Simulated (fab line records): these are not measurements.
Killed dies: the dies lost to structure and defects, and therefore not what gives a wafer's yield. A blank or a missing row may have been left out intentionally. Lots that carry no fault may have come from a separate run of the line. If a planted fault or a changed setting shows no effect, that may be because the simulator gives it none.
fab line records | flow nand_harc
record lots=6 | wafers=18 | last_day=34
route steps=1302 shown P_CONTACT@225 END@1302
lots untouched by any fault: they come from a run of this same line in which no faults occurred
start_h: start of the lot's first displayed wafer, in hours after the record's first day | wait_h: hours elapsed since this lot's preceding step | " repeats the value in the row above | L1.1+2: a single row standing in for several wafers | - no value, or no start given | * or withheld: withheld | < > ~ a bound
route shown NAME@n: a module of which the file shows steps, and the number in the route of the first | usual: the fault-free wafers' mean and standard deviation | same: alike in all rows | chamber/n: place in a boat | sites: per-site readings | _std_site: standard deviation of those values | _edge_site: mean of outer sites minus mean of inner sites | radius_mm: how far each site lies from the wafer's centre | mask NAME#n: copy n | behind: the tool/chamber that last shaped the wafer | hold: cause of the lot's hold/its duration in hours/its outcome | device: the n, p or np transistor that did not switch | end of line: the same wafers' tests at the end of the route | a step with no rows: only its recipe | killed: dies that structure and defects cost at the first sort, which is not the same as the wafer's yield | map: a wafer's dies, marking killed ones x, the rest . and places with no die _
set.NAME: the run value of the setting; set.NAME@STEP: its run value at that earlier step | model.NAME: the simulator's own value behind a step, which no gauge read
lots seen at some steps along the route; tables by step, rows by wafer
services: the hour from which a tool's chamber was out of use, counted from the record's first day as start_h (under 0 if before that day), plus the number of hours and why
## steps
# step NHARC_P_CONTACT_COAT_34
# recipe temp_c=225 | time_s=65
# step NHARC_P_CONTACT_COAT_06
# recipe spin_rpm=1500 | resist_thk_nm=90
# step NHARC_P_CONTACT_SOFTBAKE_07
# recipe temp_c=105 | time_s=55
# step NHARC_P_CONTACT_EBR_08
# step NHARC_P_CONTACT_EXPOSE_09
# recipe na=1.35 | target_cd_nm=90 | dose_mj=81.26 | mask_id=P_CA
# step NHARC_P_CONTACT_PEB_10
# recipe peb_temp_c=100 | peb_time_s=65
# step NHARC_P_CONTACT_DEVELOP_11
# recipe develop_time_s=35 | dev_temp_c=23
# step NHARC_P_CONTACT_CD_MEAS_12
# recipe target_cd_nm=90 | landing_energy_ev=500
# usual cd_nm=90.3/0.73
lot.wafer | tool      | chamber | start_h | wait_h | cd_nm
L435.3    | cd_sem-03 | 0       | 130.57  | -      | 89.4
L435.5    | "         | 0       | "       | "      | 90.6
L435.6    | "         | 0       | "       | "      | 88.7
L440.1    | cd_sem-01 | 0       | 190.55  | -      | 90.2
L440.2    | "         | 0       | "       | "      | 89.6
L440.3    | "         | 0       | "       | "      | 90.7
L441.1    | cd_sem-01 | 0       | 207.25  | -      | 91.2
L441.2    | "         | 0       | "       | "      | 89.8
L441.3    | "         | 0       | "       | "      | 91.1
L449.2    | cd_sem-01 | 0       | 278.31  | -      | 90.9
L449.5    | "         | 0       | "       | "      | 90.7
L449.6    | "         | 0       | "       | "      | 89.9
L452.1    | cd_sem-02 | 0       | 310.86  | -      | 90.7
L452.4    | "         | 0       | "       | "      | 90.7
L452.5    | "         | 0       | "       | "      | 90.1
L456.2    | cd_sem-03 | 0       | 352.60  | -      | 89.8
L456.4    | "         | 0       | "       | "      | 90.7
L456.6    | "         | 0       | "       | "      | 90.1
# step NHARC_P_CONTACT_OVL_MEAS_13
# usual overlay_x_nm=-0.2/0.88 | overlay_y_nm=-0.1/1
lot.wafer | tool       | chamber | start_h | wait_h | overlay_x_nm | overlay_y_nm
L435.3    | overlay-02 | -       | 130.65  | -      | -0.5         | 0.5
L435.5    | "          | -       | "       | "      | -0.9         | 0.1
L435.6    | "          | -       | "       | "      | -1.6         | 0.4
L440.1    | overlay-02 | -       | 190.64  | -      | 0.9          | 1.0
L440.2    | "          | -       | "       | "      | 0.5          | 1.4
L440.3    | "          | -       | "       | "      | 0.4          | 1.3
L441.1    | overlay-01 | -       | 207.34  | -      | -1.8         | 0.8
L441.2    | "          | -       | "       | "      | -2.7         | 0.1
L441.3    | "          | -       | "       | "      | -2.4         | -0.3
L449.2    | overlay-02 | -       | 278.39  | -      | -1.3         | -0.8
L449.5    | "          | -       | "       | "      | -1.1         | -0.8
L449.6    | "          | -       | "       | "      | -1.1         | -0.2
L452.1    | overlay-01 | -       | 310.95  | -      | 0.3          | -2.3
L452.4    | "          | -       | "       | "      | -0.3         | -1.9
L452.5    | "          | -       | "       | "      | 0.6          | -2.0
L456.2    | overlay-02 | -       | 352.69  | -      | 0.8          | 0.3
L456.4    | "          | -       | "       | "      | 0.3          | -0.3
L456.6    | "          | -       | "       | "      | 0.6          | 0.2
# step NHARC_P_CONTACT_INSPECT_14
# usual raw_defect_count=3.8/1.9
lot.wafer | tool              | chamber | start_h | wait_h | raw_defect_count
L435.3    | defect_inspect-01 | -       | 130.69  | 0.0    | 4
L435.5    | "                 | -       | "       | "      | 4
L435.6    | "                 | -       | "       | "      | 4
L440.1    | defect_inspect-02 | -       | 190.67  | 0.0    | 3
L440.2    | "                 | -       | "       | "      | 2
L440.3    | "                 | -       | "       | "      | 5
L441.1    | defect_inspect-02 | -       | 207.38  | 0.0    | 5
L441.2    | "                 | -       | "       | "      | 4
L441.3    | "                 | -       | "       | "      | 2
L449.2    | defect_inspect-02 | -       | 278.43  | 0.0    | 4
L449.5    | "                 | -       | "       | "      | 2
L449.6    | "                 | -       | "       | "      | 1
L452.1    | defect_inspect-02 | -       | 310.98  | 0.0    | 4
L452.4    | "                 | -       | "       | "      | 1
L452.5    | "                 | -       | "       | "      | 2
L456.2    | defect_inspect-01 | -       | 352.73  | 0.0    | 4
L456.4    | "                 | -       | "       | "      | 3
L456.6    | "                 | -       | "       | "      | 0
# step NHARC_P_CONTACT_DESCUM_17
# recipe time_s=3 | o2_flow_sccm=200 | ar_flow_sccm=0 | bias_power_w=0 | chemistry=O2
# usual drypump_motor_current_A=5.8/0.4 | oes_product_au=0.999/0.01 | rf_vpp_V=57.7/0.98 | showerhead_plenum_p_Torr=1.93/0.091 | throttle_valve_pct=11.312/0.0091
lot.wafer | tool        | chamber | start_h | wait_h | drypump_motor_current_A | oes_product_au | rf_hours_counter_h | rf_vpp_V | showerhead_plenum_p_Torr | throttle_valve_pct
L435.3    | rie_diel-03 | 3       | 130.76  | 0.1    | 6.1                     | 0.998          | 0.5                | 57.4     | 1.92                     | 11.307
L435.5    | "           | 2       | "       | "      | 5.7                     | 0.995          | -                  | 59.2     | 1.85                     | 11.309
L435.6    | "           | 3       | "       | "      | 6.1                     | 1.009          | -                  | 58.5     | 1.92                     | 11.322
L440.3    | rie_diel-12 | 3       | 190.73  | 0.1    | 6.2                     | 1.014          | 2.6                | 58.3     | 1.79                     | 11.313
L440.2    | "           | 0       | "       | "      | 5.9                     | 0.992          | 2.5                | 58.0     | 2.07                     | 11.323
L440.1    | "           | 2       | "       | "      | 5.6                     | 0.994          | 2.9                | 58.5     | 2.02                     | 11.308
L441.2    | rie_diel-12 | 2       | 207.44  | 0.1    | 5.6                     | 1.006          | 3.3                | 58.2     | 2.02                     | 11.308
L441.3    | "           | 0       | "       | "      | 5.9                     | 0.986          | 3.2                | 58.9     | 2.07                     | 11.295
L441.1    | "           | 1       | "       | "      | 5.6                     | 1.004          | 3.0                | 59.3     | 2.04                     | 11.314
L449.2    | rie_diel-12 | 2       | 278.50  | 0.1    | 5.6                     | 0.999          | 0.1                | 55.2     | 2.02                     | 11.316
L449.6    | "           | 1       | "       | "      | 5.7                     | 1.021          | -                  | 56.9     | 2.04                     | 11.320
L449.5    | "           | 2       | "       | "      | 5.5                     | 0.999          | -                  | 57.9     | 2.02                     | 11.324
L452.1    | rie_diel-13 | 1       | 311.04  | 0.1    | 6.2                     | 0.993          | 7.5                | 57.4     | 1.92                     | 11.313
L452.4    | "           | 0       | "       | "      | 6.2                     | 0.993          | 7.4                | 57.8     | 2.01                     | 11.321
L452.5    | "           | 2       | "       | "      | 5.5                     | 0.993          | -                  | 57.7     | 1.82                     | 11.318
L456.2    | rie_diel-13 | 1       | 352.81  | 0.1    | 6.2                     | 1.003          | 0                  | 59.3     | 1.92                     | 11.311
L456.4    | "           | 2       | "       | "      | 5.5                     | 0.995          | -                  | 58.2     | 1.81                     | 11.314
L456.6    | "           | 1       | "       | "      | 6.2                     | 1.000          | -                  | 57.8     | 1.92                     | 11.311
# step NHARC_P_CONTACT_ETCH_35
# recipe target_depth_a=390 | over_etch_frac=0.3 | time_s=65 | ion_energy_ev=80 | cf4_flow_sccm=150 | ar_flow_sccm=0 | rf_w=300 | bias_w=100 | chemistry=CF4
# usual drypump_motor_current_A=5.9/0.42 | oes_product_au=0.999/0.0095 | over_etch_frac=0.3/0 | rf_fwd_power_W=297.2/1.2 | rf_vpp_V=151.5/1.3 | showerhead_plenum_p_Torr=1.78/0.078 | throttle_valve_pct=13.285/0.0092
lot.wafer | tool        | chamber | start_h | wait_h | drypump_motor_current_A | oes_product_au | over_etch_frac | rf_fwd_power_W | rf_hours_counter_h | rf_vpp_V | showerhead_plenum_p_Torr | throttle_valve_pct
L435.3    | rie_diel-03 | 2       | 130.84  | 0.1    | 5.7                     | 0.995          | 0.3            | 296.1          | 0.5                | 150.5    | 1.71                     | 13.298
L435.6    | "           | 2       | "       | "      | 5.7                     | 1.006          | 0.3            | 297.2          | -                  | 150.7    | 1.71                     | 13.281
L435.5    | "           | 3       | "       | "      | 6.1                     | 1.018          | 0.3            | 297.3          | -                  | 152.6    | 1.77                     | 13.275
L440.2    | rie_diel-12 | 0       | 190.82  | 0.1    | 5.9                     | 0.992          | 0.3            | 296.9          | 2.5                | 151.3    | 1.90                     | 13.271
L440.3    | "           | 1       | "       | "      | 5.7                     | 0.997          | 0.3            | 297.7          | 2.6                | 153.6    | 1.88                     | 13.278
L440.1    | "           | 2       | "       | "      | 5.6                     | 1.003          | 0.3            | 298.0          | 2.9                | 153.0    | 1.86                     | 13.293
L441.3    | rie_diel-12 | 3       | 207.52  | 0.1    | 6.2                     | 1.001          | 0.3            | 296.7          | 3.1                | 149.1    | 1.66                     | 13.282
L441.1    | "           | 1       | "       | "      | 5.6                     | 0.997          | 0.3            | 300.3          | 3.0                | 151.7    | 1.88                     | 13.272
L441.2    | "           | 2       | "       | "      | 5.6                     | 0.989          | 0.3            | 297.2          | 3.3                | 153.9    | 1.86                     | 13.280
L449.2    | rie_diel-12 | 2       | 278.58  | 0.1    | 5.6                     | 0.996          | 0.3            | 296.7          | 0.1                | 151.2    | 1.86                     | 13.270
L449.5    | "           | 1       | "       | "      | 5.7                     | 1.014          | 0.3            | 296.9          | -                  | 153.3    | 1.88                     | 13.300
L449.6    | "           | 2       | "       | "      | 5.6                     | 0.998          | 0.3            | 298.0          | -                  | 152.6    | 1.86                     | 13.281
L452.1    | rie_diel-13 | 0       | 311.13  | 0.1    | 6.2                     | 1.005          | 0.3            | 297.0          | 7.4                | 153.7    | 1.85                     | 13.270
L452.4    | "           | 1       | "       | "      | 6.2                     | 1.012          | 0.3            | 298.6          | 7.5                | 151.6    | 1.78                     | 13.276
L452.5    | "           | 3       | "       | "      | 6.5                     | 1.006          | 0.3            | 296.6          | -                  | 150.6    | 1.73                     | 13.297
L456.2    | rie_diel-13 | 0       | 352.90  | 0.1    | 6.3                     | 1.003          | 0.3            | 297.5          | 0.0                | 152.5    | 1.85                     | 13.287
L456.4    | "           | 2       | "       | "      | 5.5                     | 1.000          | 0.3            | 294.3          | -                  | 150.9    | 1.68                     | 13.271
L456.6    | "           | 1       | "       | "      | 6.2                     | 0.991          | 0.3            | 297.1          | -                  | 150.8    | 1.78                     | 13.286
# step NHARC_P_CONTACT_ETCH_36
# recipe target_depth_a=2600 | over_etch_frac=0.25 | time_s=406.25 | ion_energy_ev=200 | n2_flow_sccm=150 | h2_flow_sccm=150 | ar_flow_sccm=0 | rf_w=400 | bias_w=150 | chemistry=N2/H2
# usual drypump_motor_current_A=5.9/0.42 | oes_product_au=0.998/0.0094 | over_etch_frac=0.25/0 | rf_fwd_power_W=399.3/1.2 | rf_vpp_V=430.8/2.8 | showerhead_plenum_p_Torr=2.05/0.099 | throttle_valve_pct=14.171/0.0098
lot.wafer | tool        | chamber | start_h | wait_h | drypump_motor_current_A | oes_product_au | over_etch_frac | rf_fwd_power_W | rf_hours_counter_h | rf_vpp_V | showerhead_plenum_p_Torr | throttle_valve_pct
L435.3    | rie_diel-03 | 3       | 130.93  | -      | 6.1                     | 1.013          | 0.25           | 397.8          | 0.6                | 429.1    | 2.04                     | 14.168
L435.5    | "           | 3       | "       | "      | 6.1                     | 1.007          | 0.25           | 398.5          | -                  | 429.9    | 2.04                     | 14.179
L435.6    | "           | 0       | "       | "      | 4.9                     | 0.995          | 0.25           | 398.2          | -                  | 428.6    | 2.01                     | 14.142
L440.1    | rie_diel-12 | 3       | 190.91  | -      | 6.2                     | 1.004          | 0.25           | 400.3          | 2.7                | 428.4    | 1.90                     | 14.174
L440.3    | "           | 0       | "       | "      | 5.9                     | 0.987          | 0.25           | 402.2          | 2.6                | 435.1    | 2.21                     | 14.172
L440.2    | "           | 2       | "       | "      | 5.6                     | 0.998          | 0.2194         | 401.3          | 3.0                | 434.3    | 2.16                     | 14.167
L441.3    | rie_diel-12 | 0       | 207.61  | -      | 5.9                     | 0.988          | 0.25           | 401.7          | 3.2                | 435.9    | 2.21                     | 14.184
L441.2    | "           | 2       | "       | "      | 5.6                     | 1.002          | 0.2194         | 399.7          | 3.3                | 432.3    | 2.16                     | 14.170
L441.1    | "           | 3       | "       | "      | 6.2                     | 0.995          | 0.25           | 400.2          | 3.2                | 426.7    | 1.90                     | 14.182
L449.2    | rie_diel-12 | 0       | 278.72  | -      | 6.0                     | 0.990          | 0.25           | 399.5          | 0.2                | 434.9    | 2.21                     | 14.161
L449.6    | "           | 2       | "       | "      | 5.6                     | 1.008          | 0.25           | 398.7          | -                  | 434.5    | 2.16                     | 14.177
L449.5    | "           | 3       | "       | "      | 6.2                     | 0.998          | 0.25           | 398.1          | -                  | 425.2    | 1.90                     | 14.186
L452.1    | rie_diel-13 | 3       | 311.22  | -      | 6.5                     | 1.007          | 0.25           | 398.4          | 7.2                | 429.2    | 1.99                     | 14.168
L452.4    | "           | 0       | "       | "      | 6.2                     | 0.986          | 0.25           | 401.4          | 7.5                | 433.8    | 2.15                     | 14.188
L452.5    | "           | 3       | "       | "      | 6.5                     | 1.001          | 0.25           | 398.9          | -                  | 430.2    | 1.99                     | 14.171
L456.2    | rie_diel-13 | 0       | 353.03  | -      | 6.2                     | 0.993          | 0.25           | 400.6          | 0.1                | 435.6    | 2.14                     | 14.166
L456.4    | "           | 2       | "       | "      | 5.5                     | 1.004          | 0.25           | 399.1          | -                  | 427.8    | 1.93                     | 14.166
L456.6    | "           | 0       | "       | "      | 6.2                     | 1.012          | 0.25           | 400.3          | -                  | 432.3    | 2.14                     | 14.149
# step NHARC_P_CONTACT_ETCH_18
# recipe target_depth_a=4810 | time_s=240.5 | c4f8_flow_sccm=20 | o2_flow_sccm=10 | ar_flow_sccm=withheld | rf_w=600 | bias_w=1500 | chemistry=C4F8/O2/Ar
# usual oes_product_au=0.965/0.014 | rf_fwd_power_W=598.3/1.8 | rf_vpp_V=979/6
lot.wafer | tool        | chamber | start_h | wait_h | oes_product_au | rf_fwd_power_W | rf_hours_counter_h | rf_vpp_V
L435.3    | rie_diel-03 | 1       | -       | -      | 0.973          | 595.4          | 0.6                | 975
L435.5    | "           | 3       | "       | "      | 0.962          | 597.4          | -                  | 977
L435.6    | "           | 0       | "       | "      | 0.970          | 597.8          | -                  | 977
L440.3    | rie_diel-12 | 0       | -       | -      | 0.947          | 599.2          | 2.8                | 988
L440.1    | "           | 2       | "       | "      | 0.973          | 598.0          | 3.1                | 985
L440.2    | "           | 3       | "       | "      | 0.974          | 597.7          | 2.9                | 970
L441.2    | rie_diel-12 | 1       | -       | -      | 0.980          | 597.1          | 3.3                | 987
L441.3    | "           | 3       | "       | "      | 0.978          | 598.7          | 3.3                | 970
L441.1    | "           | 0       | "       | "      | 0.963          | 598.1          | 3.5                | 988
L449.2    | rie_diel-12 | 0       | -       | -      | 0.971          | 601.1          | 0.3                | 988
L449.5    | "           | 3       | "       | "      | 0.969          | 597.5          | -                  | 971
L449.6    | "           | 0       | "       | "      | 0.971          | 599.5          | -                  | 988
L452.1    | rie_diel-13 | 0       | -       | -      | 0.973          | 598.1          | 7.7                | 984
L452.4    | "           | 1       | "       | "      | 0.955          | 597.3          | 7.7                | 978
L452.5    | "           | 0       | "       | "      | 0.976          | 597.1          | -                  | 985
L456.2    | rie_diel-13 | 0       | -       | -      | 0.956          | 597.4          | 0.3                | 983
L456.6    | "           | 1       | "       | "      | 0.953          | 599.4          | -                  | 979
L456.4    | "           | 0       | "       | "      | 0.955          | 596.3          | -                  | 986
# step NHARC_END_SORT_01
# recipe temp_c=25
# usual killed_at_array=55/15 | killed_at_other=1.0/1.2 | killed_at_periphery=3.4/2.2 | killed_dies=59/15 | killed_open=3.2/2 | killed_short=2.5/1.7
# same gross_dies=677
lot.wafer | tool      | chamber | start_h | wait_h | killed_at_array | killed_at_other | killed_at_periphery | killed_dies | killed_open | killed_short
L440.3    | prober-01 | 0       | 641.01  | 3.1    | 32              | 0               | 0                   | 32          | 1           | 3
L441.3    | prober-01 | 0       | 656.07  | 3.1    | 68              | 0               | 2                   | 70          | 4           | 2
# killed by level:class
L440.3 A_CHANNEL_HOLE_D2:chamber_film_flake=18 A_STAIRCASE:chamber_film_flake=7 A_CONTACT:chamber_film_flake=2 A_CHANNEL_FILL_D1:geometric_particle:short=1 A_DECK1_JOINT:geometric_particle:open=1 A_ONON_D2:geometric_particle:short=1 A_CHANNEL_FILL_D2:geometric_particle:short=1 A_SGD_CUT:chamber_film_flake=1
L441.3 A_SLIT:chamber_film_flake=30 A_CHANNEL_HOLE_D1:chamber_film_flake=15 A_CHANNEL_HOLE_D2:chamber_film_flake=12 A_DECK1_JOINT:chamber_film_flake=2 A_STAIRCASE:chamber_film_flake=2 P_M0:geometric_particle:open=1 A_SOURCE_PLATE:geometric_particle:short=1 A_DECK1_JOINT:geometric_particle:open=1
## services
tool        | chamber | start_h | hours | kind
rie_diel-13 | 3       | 118.20  | 9.7   | repair
rie_diel-12 | 0       | 124.90  | -     | clean
rie_diel-12 | 1       | 124.90  | -     | clean
rie_diel-12 | 2       | 124.90  | -     | clean
rie_diel-12 | 3       | 124.90  | -     | clean
rie_diel-12 | 0       | 149.40  | -     | clean
rie_diel-12 | 1       | 149.40  | -     | clean
rie_diel-12 | 2       | 149.40  | -     | clean
rie_diel-12 | 3       | 149.40  | -     | clean
rie_diel-13 | -       | 165.00  | 9.0   | pm
rie_diel-12 | 0       | 173.90  | -     | clean
rie_diel-12 | 1       | 173.90  | -     | clean
rie_diel-12 | 2       | 173.90  | -     | clean
rie_diel-12 | 3       | 173.90  | -     | clean
rie_diel-12 | 0       | 198.40  | -     | clean
rie_diel-12 | 1       | 198.40  | -     | clean
rie_diel-12 | 2       | 198.40  | -     | clean
rie_diel-12 | -       | 268.40  | 9.0   | pm
rie_diel-03 | -       | 281.37  | 9.0   | pm
rie_diel-03 | 1       | 293.91  | 5.2   | repair
rie_diel-12 | -       | 314.29  | 0.8   | repair
rie_diel-13 | 3       | 333.51  | 26.8  | repair
rie_diel-13 | -       | 342.00  | 9.0   | pm
rie_diel-03 | -       | 342.98  | 0.5   | repair
## key
first_sign step=NHARC_P_CONTACT_ETCH_36 | reading=over_etch_frac | direction=down | sigmas=99+ | usual=0.25 | struck=0.2194
effect none on later readings
met_at NHARC_P_CONTACT_ETCH_36
struck_wafers L440.2,L441.2
tester_left_out L440,L441
fault kind=process_parameter_drift | tool=rie_diel-12 | chamber=2 | onset_h=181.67 | steps=NHARC_P_CONTACT_ETCH_36 | channel=over_etch_frac | offset=-0.030604 | shape=step | end_h=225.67 | acts_in=these_recipes_only | stated=0.25
# tester_left_out: of these lots the tester's yield and bins aren't shown, on N5 and GAA mostly nor the transistor test; their killed dies are dies lost to structure and defects alone, not to doping, threshold or leakage, so they don't give the yield
